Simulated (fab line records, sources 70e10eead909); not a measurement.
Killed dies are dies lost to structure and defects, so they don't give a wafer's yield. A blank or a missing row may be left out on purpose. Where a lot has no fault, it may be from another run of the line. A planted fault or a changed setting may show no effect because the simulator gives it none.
fab line records	flow nand_harc
[record] lots = 5	wafers = 15	last_day = 32
route steps=1302 shown THIN_TSV@1259 END@1302
lots untouched by any fault: they come from a run of this same line in which no faults occurred
start_h: hours from the record's opening day to when the first of the lot's shown wafers began	wait_h: hours from the lot's prior step to this one	" unchanged from the row above	L1.1+2: a row that stands for several wafers	- no value present, or no start provided	* or withheld: withheld	< > ~ a bound
route shown NAME@n: NAME is a module with steps in the file, n the number in the route of the first one	usual: mean and standard deviation over wafers with no fault	same: alike in all rows	chamber/n: place in a boat	sites: the reading at each site	_std_site: standard deviation across them	_edge_site: mean of outer sites minus mean of inner sites	radius_mm: how far each site lies from the wafer's centre	mask NAME#n: copy n	behind: the last tool/chamber to shape the wafer	hold: why the lot went on hold/how many hours it stayed there/how the hold came to an end	device: transistor that didn't switch, given as n, p or np	end of line: tests of these same wafers at the route's end	where a step has no rows: the recipe by itself	killed: not the wafer's yield, but the dies lost to structure and defects at the first sort	map: a wafer's dies, marking killed ones x, the rest . and places with no die _
set.NAME: the setting that was run; set.NAME@STEP: the one run at that earlier step	model.NAME: the simulator's own value behind a step, which no gauge read
lots at some steps of the route; a table a step, a row a wafer
services: a tool's chamber out of use, with start hour (start_h, from the record's first day; less than 0 if before it), hours out, and reason
[[steps]]
[step NHARC_THIN_TSV_CD_MEAS_12]
[recipe] target_cd_nm = 1000	landing_energy_ev = 500
[usual] cd_nm = 1000.9/1.5
[same] landing_energy_ev = 500
lot.wafer	tool	chamber	start_h	wait_h	cd_nm
L264.3	cd_sem-02	0	568.18	-	999.2
L264.4	"	0	"	"	997.3
L264.5	"	0	"	"	998.0
L263.2	cd_sem-02	0	573.25	-	1001.9
L263.4	"	0	"	"	1002.4
L263.6	"	0	"	"	1001.9
L272.1	cd_sem-01	0	657.69	-	1003.1
L272.2	"	0	"	"	1001.5
L272.4	"	0	"	"	1001.0
L273.1	cd_sem-03	0	662.33	-	1000.7
L273.3	"	0	"	"	1001.0
L273.6	"	0	"	"	1001.1
L283.1	cd_sem-01	0	758.66	-	1001.4
L283.4	"	0	"	"	1001.3
L283.6	"	0	"	"	1001.1
[step NHARC_THIN_TSV_HARDBAKE_13]
[recipe] temp_c = 125	time_s = 80
[step NHARC_THIN_TSV_DESCUM_14]
[recipe] time_s = 3	o2_flow_sccm = 200	ar_flow_sccm = 0	bias_power_w = 0	chemistry = O2
[step NHARC_THIN_TSV_ETCH_44]
[recipe] target_depth_a = 15942	time_s = 797.1	cf4_flow_sccm = 150	o2_flow_sccm = 10	ar_flow_sccm = 0	rf_w = 300	bias_w = 800	chemistry = CF4/O2
[step NHARC_THIN_TSV_ETCH_15]
[recipe] target_depth_a = 30000	bosch_target_overetch_cycles = 2	bosch_etch_step_s = 2.8	bosch_dep_step_s = 1.2	bosch_cycles = 14
[step NHARC_THIN_TSV_CD_MEAS_16]
[usual] cd_nm = 1000.9/1.6
lot.wafer	tool	chamber	start_h	wait_h	cd_nm
L264.3	cd_sem-02	-	569.14	0.1	998.6
L264.4	"	-	"	"	997.6
L264.5	"	-	"	"	997.7
L263.2	cd_sem-02	-	574.25	0.1	1001.3
L263.4	"	-	"	"	1002.2
L263.6	"	-	"	"	1001.4
L272.1	cd_sem-02	-	658.65	0.1	1002.8
L272.2	"	-	"	"	1002.2
L272.4	"	-	"	"	1001.5
L273.1	cd_sem-02	-	663.30	0.1	1001.5
L273.3	"	-	"	"	1001.3
L273.6	"	-	"	"	1000.9
L283.1	cd_sem-01	-	759.64	0.1	1001.9
L283.4	"	-	"	"	1001.8
L283.6	"	-	"	"	1001.5
[step NHARC_THIN_TSV_STRIP_45]
[recipe] power_w = 1500	temp_c = 250	chemistry = O2
[step NHARC_THIN_TSV_STRIP_46]
[recipe] time_s = 1200	temp_c = 72.5	chemistry = post_etch_residue_remover
[step NHARC_THIN_TSV_DEP_47]
[recipe] target_thk_a = 2000	temp_c = withheld	pressure_torr = 6.5	rf_w = 900	teos_flow_sccm = 161.4	flow_sccm = 2650	target_thk_nm = 200	gas = O2	material = SiO2
[usual] throttle_valve_pct = 16.1/0.55
lot.wafer	tool	chamber	start_h	wait_h	throttle_valve_pct
L264.3	pecvd-03	0	570.10	-	15.6
L264.4	"	2	"	"	16.4
L264.5	"	0	"	"	15.4
L263.2	pecvd-03	1	575.12	-	15.5
L263.4	"	1	"	"	15.3
L263.6	"	0	"	"	15.8
L272.2	pecvd-03	0	659.57	-	15.6
L272.1	"	1	"	"	15.3
L272.4	"	2	"	"	16.7
L273.1	pecvd-01	0	664.24	-	16.8
L273.3	"	2	"	"	16.7
L273.6	"	0	"	"	16.7
L283.1	pecvd-03	1	760.55	-	16.1
L283.6	"	0	"	"	15.0
L283.4	"	2	"	"	16.2
[step NHARC_THIN_TSV_ETCHBACK_48]
[recipe] target_depth_a = 10285	over_etch_frac = 0.3	time_s = 405.17	ion_energy_ev = 250	c4f8_flow_sccm = withheld	ar_flow_sccm = withheld	rf_w = 600	bias_w = 300	chemistry = C4F8/Ar
[step NHARC_THIN_TSV_STRIP_62]
[recipe] power_w = 1500	temp_c = 250	time_s = 20	chemistry = N2/H2
[step NHARC_THIN_TSV_DEGAS_49]
[recipe] temp_c = 300	time_s = 120
[step NHARC_THIN_TSV_PRE_CLEAN_50]
[recipe] time_s = 30	temp_c = 280	gas = H2/He
[usual] heater_power_w = 400/42
lot.wafer	tool	chamber	start_h	wait_h	heater_power_w
L264.3	pvd_sputter-01	-	571.04	-	417
L264.4	"	-	"	"	311
L264.5	"	-	"	"	385
L263.2	pvd_sputter-02	-	576.16	-	445
L263.4	"	-	"	"	434
L263.6	"	-	"	"	388
L272.2	pvd_sputter-01	-	660.60	-	374
L272.4	"	-	"	"	424
L272.1	"	-	"	"	376
L273.1	pvd_sputter-02	-	665.34	-	455
L273.3	"	-	"	"	376
L273.6	"	-	"	"	442
L283.1	pvd_sputter-02	-	761.52	-	421
L283.4	"	-	"	"	382
L283.6	"	-	"	"	371
[step NHARC_THIN_TSV_PVD_19]
[recipe] target_thk_a = 200	chamber_pressure_pa = 5	material = TaN
[step NHARC_THIN_TSV_PVD_51]
[recipe] target_thk_a = 1000	chamber_pressure_pa = 5	material = Cu
[usual] throttle_valve_pct = 29.8/1.2
lot.wafer	tool	chamber	start_h	wait_h	throttle_valve_pct
L264.3	pvd_sputter-01	-	-	-	31.0
L264.4	"	-	"	"	30.7
L264.5	"	-	"	"	30.8
L263.2	pvd_sputter-02	-	-	-	27.6
L263.4	"	-	"	"	27.0
L263.6	"	-	"	"	30.5
L272.4	pvd_sputter-01	-	-	-	29.7
L272.1	"	-	"	"	31.0
L272.2	"	-	"	"	30.2
L273.1	pvd_sputter-02	-	-	-	27.6
L273.3	"	-	"	"	29.8
L273.6	"	-	"	"	27.3
L283.4	pvd_sputter-02	-	-	-	30.3
L283.1	"	-	"	"	27.6
L283.6	"	-	"	"	30.1
[step NHARC_THIN_TSV_ECD_20]
[recipe] target_thk_a = 20000	material = Cu
[step NHARC_THIN_TSV_ANNEAL_52]
[recipe] temp_c = 225	time_s = 90
[usual] anneal_temp_c_max = 226.0/0.49	wafer_temp_C_max = 225.8/0.39
lot.wafer	tool	chamber	start_h	wait_h	anneal_temp_c_max	wafer_temp_C_max
L264.3	rtp_anneal-01	0	572.24	0.4	225.5	225.5
L264.4	"	0	"	"	225.3	225.5
L264.5	"	0	"	"	225.4	225.4
L263.2	rtp_anneal-01	0	577.32	0.6	225.7	225.5
L263.4	"	0	"	"	225.6	225.5
L263.6	"	0	"	"	225.9	225.4
L272.1	rtp_anneal-02	0	661.69	0.6	226.4	226.1
L272.2	"	0	"	"	226.3	226.4
L272.4	"	0	"	"	226.2	226.3
L273.1	rtp_anneal-02	0	666.43	0.6	227.0	226.5
L273.3	"	0	"	"	226.6	225.8
L273.6	"	0	"	"	226.2	225.9
L283.1	rtp_anneal-01	0	762.61	0.6	225.5	225.3
L283.4	"	0	"	"	225.2	225.5
L283.6	"	0	"	"	225.4	225.1
[step NHARC_THIN_TSV_CMP_21]
[recipe] t_overpolish_s = 30	target_thk_nm = 2000
[usual] motor_current_A = 12.1/1.4	overpolish_run_s = 29.999/0.009
lot.wafer	tool	chamber	start_h	wait_h	motor_current_A	overpolish_run_s
L264.3	cmp-04	2	572.54	-	12.3	29.998
L264.4	"	3	"	"	13.2	30.003
L264.5	"	1	"	"	10.8	30.014
L263.2	cmp-02	3	577.61	-	12.0	29.997
L263.4	"	2	"	"	12.1	30.010
L263.6	"	0	"	"	9.1	29.978
L272.4	cmp-02	3	662.04	-	12.0	30.008
L272.1	"	0	"	"	9.2	30.000
L272.2	"	1	"	"	12.7	29.996
L273.1	cmp-02	2	666.77	-	12.1	29.989
L273.3	"	1	"	"	13.1	29.980
L273.6	"	2	"	"	12.3	30.006
L283.1	cmp-02	0	762.96	-	8.6	29.991
L283.4	"	3	"	"	11.9	29.998
L283.6	"	0	"	"	9.0	29.986
[step NHARC_THIN_TSV_SRD_23]
[step NHARC_THIN_TSV_DEGAS_53]
[recipe] temp_c = 300	time_s = 60
[step NHARC_THIN_TSV_PRE_CLEAN_54]
[recipe] time_s = 30	temp_c = 280	gas = H2/He
[step NHARC_THIN_TSV_PVD_55]
[recipe] target_thk_a = 500	material = TiN
[step NHARC_THIN_TSV_PVD_24]
[recipe] target_thk_a = 8000	power_w = withheld	chamber_pressure_pa = withheld	substrate_temp_c = withheld	time_s = withheld	gas = Ar	material = Al
[step NHARC_THIN_TSV_DEHYDRATE_25]
[recipe] temp_c = 150	time_s = 120
[step NHARC_THIN_TSV_HMDS_26]
[recipe] time_s = 30
[step NHARC_THIN_TSV_COAT_27]
[recipe] spin_rpm = *
[step NHARC_THIN_TSV_SOFTBAKE_28]
[recipe] temp_c = 122	time_s = 95
[step NHARC_THIN_TSV_EBR_29]
[step NHARC_THIN_TSV_EXPOSE_30]
[recipe] na = 0.55	dose_mj = 11.47	mask_id = PAD
[step NHARC_THIN_TSV_PEB_31]
[recipe] peb_temp_c = 118	peb_time_s = 85
[step NHARC_THIN_TSV_DEVELOP_32]
[recipe] time_s = 70
[step NHARC_THIN_TSV_CD_MEAS_33]
[recipe] target_cd_nm = 5000	landing_energy_ev = 500
[usual] cd_nm = 5000.1/1.7
[same] landing_energy_ev = 500
lot.wafer	tool	chamber	start_h	wait_h	cd_nm
L264.3	cd_sem-03	0	574.08	-	5001.4
L264.4	"	0	"	"	5001.1
L264.5	"	0	"	"	5001.0
L263.2	cd_sem-02	0	579.21	-	5001.5
L263.4	"	0	"	"	5001.1
L263.6	"	0	"	"	5000.9
L272.1	cd_sem-03	0	663.52	-	5000.5
L272.2	"	0	"	"	4998.6
L272.4	"	0	"	"	5001.6
L273.1	cd_sem-03	0	668.24	-	4999.0
L273.3	"	0	"	"	5000.1
L273.6	"	0	"	"	4999.5
L283.1	cd_sem-01	0	764.56	-	5002.0
L283.4	"	0	"	"	5000.3
L283.6	"	0	"	"	4998.9
[step NHARC_THIN_TSV_HARDBAKE_34]
[recipe] temp_c = 125	time_s = 80
[step NHARC_THIN_TSV_DESCUM_35]
[recipe] time_s = 3	o2_flow_sccm = 200	ar_flow_sccm = 0	bias_power_w = 0	chemistry = O2
[step NHARC_THIN_TSV_ETCH_59]
[recipe] target_depth_a = 8800	icp_w = 900	bias_w = 100	Cl2_flow_sccm = 60	bcl3_flow_sccm = 30	time_s = 138.1	chemistry = Cl2/BCl3
[step NHARC_THIN_TSV_ETCH_36]
[recipe] target_depth_a = 650	over_etch_frac = 0.3	time_s = 18.571	ion_energy_ev = 150	chemistry = Cl2/BCl3
[step NHARC_THIN_TSV_STRIP_56]
[recipe] power_w = 1500	temp_c = 250	chemistry = O2
[usual] drypump_motor_current_A = 5.5/0.37	heater_power_w = 318/12
lot.wafer	tool	chamber	start_h	wait_h	drypump_motor_current_A	heater_power_w	rf_hours_counter_h
L264.4	plasma_asher-01	0	574.83	0.2	6.1	327	-
L264.3	"	1	"	"	5.4	311	-
L264.5	"	0	"	"	6.1	323	-
L263.2	plasma_asher-01	0	579.85	0.1	6.1	322	35
L263.4	"	0	"	"	6.1	330	-
L263.6	"	0	"	"	6.1	324	-
L272.2	plasma_asher-02	0	664.18	0.1	5.4	327	11
L272.1	"	1	"	"	5.1	304	11
L272.4	"	0	"	"	5.4	329	-
L273.1	plasma_asher-02	0	668.93	0.1	5.5	322	12
L273.3	"	0	"	"	5.4	328	-
L273.6	"	0	"	"	5.4	317	-
L283.1	plasma_asher-01	1	765.21	0.1	5.4	325	34
L283.4	"	0	"	"	6.1	331	-
L283.6	"	1	"	"	5.4	331	-
[step NHARC_THIN_TSV_STRIP_57]
[recipe] time_s = 1200	temp_c = 72.5	chemistry = post_etch_residue_remover
[step NHARC_THIN_TSV_CD_MEAS_37]
[usual] cd_nm = 5001.1/2.2
lot.wafer	tool	chamber	start_h	wait_h	cd_nm
L264.3	cd_sem-01	-	575.54	-	5000.8
L264.4	"	-	"	"	4998.5
L264.5	"	-	"	"	4998.3
L263.2	cd_sem-02	-	580.66	-	5003.2
L263.4	"	-	"	"	5003.4
L263.6	"	-	"	"	5002.8
L272.1	cd_sem-03	-	664.98	-	5003.7
L272.2	"	-	"	"	5001.5
L272.4	"	-	"	"	5002.9
L273.1	cd_sem-03	-	669.68	-	5000.2
L273.3	"	-	"	"	5001.4
L273.6	"	-	"	"	5000.4
L283.1	cd_sem-03	-	766.00	-	5003.4
L283.4	"	-	"	"	5002.0
L283.6	"	-	"	"	5001.1
[step NHARC_THIN_TSV_ANNEAL_58]
[recipe] temp_c = 400	time_s = 1800
[step NHARC_END_SORT_01]
[recipe] temp_c = 25
[usual] defect_limited_yield = 91.6/2.6	killed_at_array = 51/17	killed_at_other = 1.6/2.1	killed_at_periphery = 4/3.2	killed_dies = 57/18	killed_open = 2.9/1.7	killed_short = 2.3/1.3	sort_bin_2_pct = 3.0/1.2	sort_bin_3_pct = 0.7/0.43	sort_bin_4_pct = 4.7/1.4	sort_n_pass = 620/18	sort_rim_yield_pct = 87/4.8	sort_yield_pct = 91.6/2.6
[same] gross_dies = 677	sort_bin_5_pct[%] = 0	sort_bin_6_pct[%] = 0	sort_bin_7_pct[%] = 0	sort_bin_8_pct[%] = 0	sort_rim_n_gross = 106.00
lot.wafer	tool	chamber	start_h	wait_h	defect_limited_yield[%]	killed_at_array	killed_at_other	killed_at_periphery	killed_dies	killed_open	killed_short	sort_bin_2_pct[%]	sort_bin_3_pct[%]	sort_bin_4_pct[%]	sort_n_pass	sort_rim_yield_pct[%]	sort_yield_pct[%]
L264.3	prober-01	0	585.09	3.1	93.5	40	3	1	44	3	1	1.6	0.6	4.3	633	92	93.5
L264.4	prober-01	0	585.88	3.4	93.8	38	2	2	42	2	3	2.7	0.4	3.1	635	90	93.8
L264.5	prober-01	0	586.68	3.7	92.5	43	3	5	51	6	2	2.4	0.3	4.9	626	92	92.5
L263.2	prober-01	0	592.07	2.8	92.3	52	0	0	52	2	1	2.1	0.6	5.0	625	87	92.3
L263.4	prober-01	0	593.64	3.4	94.1	35	1	4	40	2	1	2.4	0.6	3.0	637	90	94.1
L263.6	prober-01	0	595.22	3.9	92.0	49	1	4	54	3	0	2.5	0.4	5.0	623	88	92.0
L272.1	prober-01	0	675.83	2.5	88.9	70	2	3	75	5	1	3.8	1.5	5.8	602	83	88.9
L272.2	prober-01	0	676.64	2.8	86.6	86	2	3	91	2	1	5.3	1.3	6.8	586	80	86.6
L272.4	prober-01	0	678.25	3.4	90.0	61	2	5	68	4	2	3.5	0.6	5.9	609	85	90.0
L273.1	prober-02	0	683.55	2.5	88.8	72	1	3	76	2	3	3.7	0.9	6.6	601	81	88.8
L273.3	prober-02	0	685.13	3.1	90.7	61	2	0	63	0	1	3.8	0.7	4.7	614	85	90.7
L273.6	prober-02	0	687.49	3.9	89.7	65	2	3	70	4	0	4.0	0.9	5.5	607	89	89.7
L283.4	prober-01	0	774.86	3.4	87.4	30	48	7	85	2	2	5.8	1.5	5.3	592	82	87.4
L283.6	prober-01	0	776.44	4.0	86.3	34	52	7	93	3	3	5.6	1.6	6.5	584	77	86.3
// killed by level:class
L264.3 A_CHANNEL_HOLE_D2:chamber_film_flake=29 THIN_TSV:chamber_film_flake=3 A_CHANNEL_HOLE_D1:chamber_film_flake=2 A_WL_FILL:chamber_film_flake=2 A_CONTACT:chamber_film_flake=2 P_M2:geometric_particle:open=1 A_CHANNEL_FILL_D1:geometric_particle:open=1 A_DECK1_JOINT:geometric_particle:open=1
L264.4 A_CHANNEL_HOLE_D2:chamber_film_flake=28 P_M0:geometric_particle:short=2 A_CHANNEL_HOLE_D1:chamber_film_flake=2 A_STAIRCASE:chamber_film_flake=2 A_CONTACT:chamber_film_flake=2 THIN_TSV:chamber_film_flake=2 A_CHANNEL_FILL_D1:geometric_particle:short=1 A_ONON_D2:geometric_particle:open=1
L264.5 A_CHANNEL_HOLE_D2:chamber_film_flake=25 A_WL_FILL:chamber_film_flake=3 P_GATE:chamber_film_flake=3 A_CHANNEL_HOLE_D1:chamber_film_flake=3 THIN_TSV:chamber_film_flake=3 A_SGD_CUT:geometric_particle:open=2 A_CONTACT:chamber_film_flake=2 P_M0:geometric_particle:short=1
L263.2 A_CHANNEL_HOLE_D1:chamber_film_flake=32 A_CHANNEL_HOLE_D2:chamber_film_flake=8 A_STAIRCASE:chamber_film_flake=5 A_BONDPAD:chamber_film_flake=2 A_CHANNEL_FILL_D2:geometric_particle:short=1 A_CONTACT:geometric_particle:open=1 A_M1:geometric_particle:open=1 A_CHANNEL_FILL_D1:chamber_film_flake=1
L263.4 A_CHANNEL_HOLE_D1:chamber_film_flake=26 A_CHANNEL_HOLE_D2:chamber_film_flake=5 P_ZERO_WELL:chamber_film_flake=2 P_M1:geometric_particle:open=1 A_ONON_D1:geometric_particle:short=1 A_ONON_D1:geometric_particle:open=1 P_M2:chamber_film_flake=1 A_SLIT:chamber_film_flake=1
L263.6 A_CHANNEL_HOLE_D1:chamber_film_flake=34 A_CHANNEL_HOLE_D2:chamber_film_flake=11 A_STAIRCASE:chamber_film_flake=2 P_CONTACT:geometric_particle:open=1 P_M0:geometric_particle:open=1 A_SGD_CUT:geometric_particle:open=1 P_GATE:chamber_film_flake=1 P_M0:chamber_film_flake=1
L272.1 A_CHANNEL_HOLE_D1:chamber_film_flake=33 A_SLIT:chamber_film_flake=18 A_CHANNEL_HOLE_D2:chamber_film_flake=6 A_CONTACT:chamber_film_flake=4 A_CHANNEL_FILL_D1:chamber_film_flake=3 P_GATE:chamber_film_flake=2 THIN_TSV:chamber_film_flake=2 P_M0:geometric_particle:open=1
L272.2 A_CHANNEL_HOLE_D1:chamber_film_flake=35 A_SLIT:chamber_film_flake=22 A_CONTACT:chamber_film_flake=15 A_CHANNEL_HOLE_D2:chamber_film_flake=10 THIN_TSV:chamber_film_flake=2 A_ONON_D1:geometric_particle:open=1 A_CHANNEL_HOLE_D1:geometric_particle:short=1 A_CONTACT:geometric_particle:open=1
L272.4 A_CHANNEL_HOLE_D1:chamber_film_flake=25 A_SLIT:chamber_film_flake=17 A_CHANNEL_HOLE_D2:chamber_film_flake=8 A_CONTACT:chamber_film_flake=4 A_CHANNEL_FILL_D1:chamber_film_flake=3 P_M0:geometric_particle:open=2 THIN_TSV:chamber_film_flake=2 A_ONON_D1:geometric_particle:short=1
L273.1 A_CHANNEL_HOLE_D1:chamber_film_flake=32 A_SLIT:chamber_film_flake=25 A_CONTACT:chamber_film_flake=7 A_STAIRCASE:chamber_film_flake=4 P_M1:geometric_particle:short=2 P_M0:geometric_particle:open=1 A_ONON_D2:geometric_particle:short=1 A_ONON_D2:geometric_particle:open=1
L273.3 A_CHANNEL_HOLE_D1:chamber_film_flake=29 A_SLIT:chamber_film_flake=17 A_STAIRCASE:chamber_film_flake=5 A_CONTACT:chamber_film_flake=5 A_DECK1_JOINT:chamber_film_flake=2 A_WL_FILL:chamber_film_flake=2 THIN_TSV:chamber_film_flake=2 A_ONON_D2:geometric_particle:short=1
L273.6 A_CHANNEL_HOLE_D1:chamber_film_flake=23 A_SLIT:chamber_film_flake=21 A_STAIRCASE:chamber_film_flake=6 A_WL_FILL:chamber_film_flake=4 A_CONTACT:chamber_film_flake=3 A_DECK1_JOINT:chamber_film_flake=3 THIN_TSV:chamber_film_flake=2 P_CONTACT:geometric_particle:open=1
L283.4 THIN_TSV:unspecified=47 A_CHANNEL_HOLE_D1:chamber_film_flake=13 P_STI:chamber_film_flake=6 A_SLIT:chamber_film_flake=5 A_STAIRCASE:chamber_film_flake=3 A_M1:chamber_film_flake=2 P_M0:geometric_particle:open=1 A_CHANNEL_FILL_D1:geometric_particle:short=1
L283.6 THIN_TSV:unspecified=51 A_CHANNEL_HOLE_D1:chamber_film_flake=12 P_STI:chamber_film_flake=5 A_STAIRCASE:chamber_film_flake=4 A_SLIT:chamber_film_flake=4 A_M1:chamber_film_flake=4 A_CHANNEL_FILL_D2:chamber_film_flake=3 P_M0:geometric_particle:open=1
// map L283.6 (x killed, . not)
____________.____________
_________.x....._________
_______..........._______
______..x..........______
_____..............x_____
____................x____
____................x____
___.................xx___
___................xxx___
__..xx............xxxxx__
__...............xxxxxx__
_.................xxxxxx_
_.................xxxxxx_
_.................xxxxxx_
_................x.xxxxx_
_...............x.xxxx.x_
.......x............x.x..
.......................x.
.......x.................
.......x.................
x....xx....xx............
_....x.................._
_...x..................._
_..................xx..._
_......................._
_..x....x...........x..._
__....x......x.........__
__x....................__
___...................___
___x....x.......x.....___
____.xxxxx...........____
____.x...........x...____
_____xxx..........x._____
______.xx.......xx.______
_______..........x_______
_________......._________
____________.____________
// map L273.1 (x killed, . not)
____________.____________
_________......._________
_______...x......._______
______.............______
_____.............x._____
____.................____
____.................____
___...................___
___.........x.........___
__....................x__
__.....................__
_......x............x.xx_
_......................x_
_......................._
_...................xx.._
_.....................xx_
.....................xxxx
....................x.xxx
.x...................xxxx
......................xxx
...................x..xx.
_........x...........xxx_
_......................x_
_.................x....._
_....................x.._
_...............x......._
__............x.....x..__
__......x....xx.xx.....__
___............x......___
___..............x.x..___
____...........xxxxx.____
____.........x.xxxxx.____
_____.........xxxxxx_____
______.......xxx.xx______
_______.......xxxx_______
_________......._________
____________.____________
[[services]]
tool	chamber	start_h	hours	kind
pecvd-03	-	547.00	13.0	pm
pvd_sputter-02	-	556.01	3.3	repair
pecvd-01	-	562.76	1.0	repair
cmp-04	-	573.13	3.6	repair
pvd_sputter-01	-	583.27	10.0	pm
plasma_asher-01	-	591.68	9.0	pm
pecvd-01	-	591.97	1.1	repair
cmp-04	-	601.00	4.0	pm
plasma_asher-02	-	603.00	9.0	pm
cmp-02	-	624.50	4.0	pm
pvd_sputter-02	-	638.00	10.0	pm
cmp-04	-	641.50	5.7	repair
pecvd-01	1	655.89	113.5	repair
cmp-04	-	661.62	1.5	repair
pecvd-01	-	673.26	13.0	pm
cmp-02	-	689.92	1.0	repair
pecvd-03	1	708.17	8.9	repair
cmp-02	-	722.50	4.0	pm
pecvd-03	-	724.76	0.4	repair
pecvd-03	-	728.00	13.0	pm
rtp_anneal-02	-	744.00	12.0	pm
pecvd-03	-	745.20	0.8	repair
cmp-02	-	749.38	4.2	repair
pvd_sputter-01	-	761.27	10.0	pm
[[key]]
[first_sign] step = NHARC_END_SORT_01	reading = killed_at_other	direction = up	sigmas = 23	usual = 1.6	struck = 50
[more_kills_born_at] NHARC_THIN_TSV_PRE_CLEAN_50@pvd_sputter-02 = 98
met_at NHARC_THIN_TSV_PRE_CLEAN_50
struck_wafers L283.4,L283.6
onset_between 665.34 761.52
[fault] kind = chamber_particle_source	tool = pvd_sputter-02	chamber = -	onset_h = 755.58	steps = NHARC_THIN_TSV_PRE_CLEAN_50	rate_per_visit_cm2 = 0.38569	end_h = 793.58	scope = struck_wafers_only
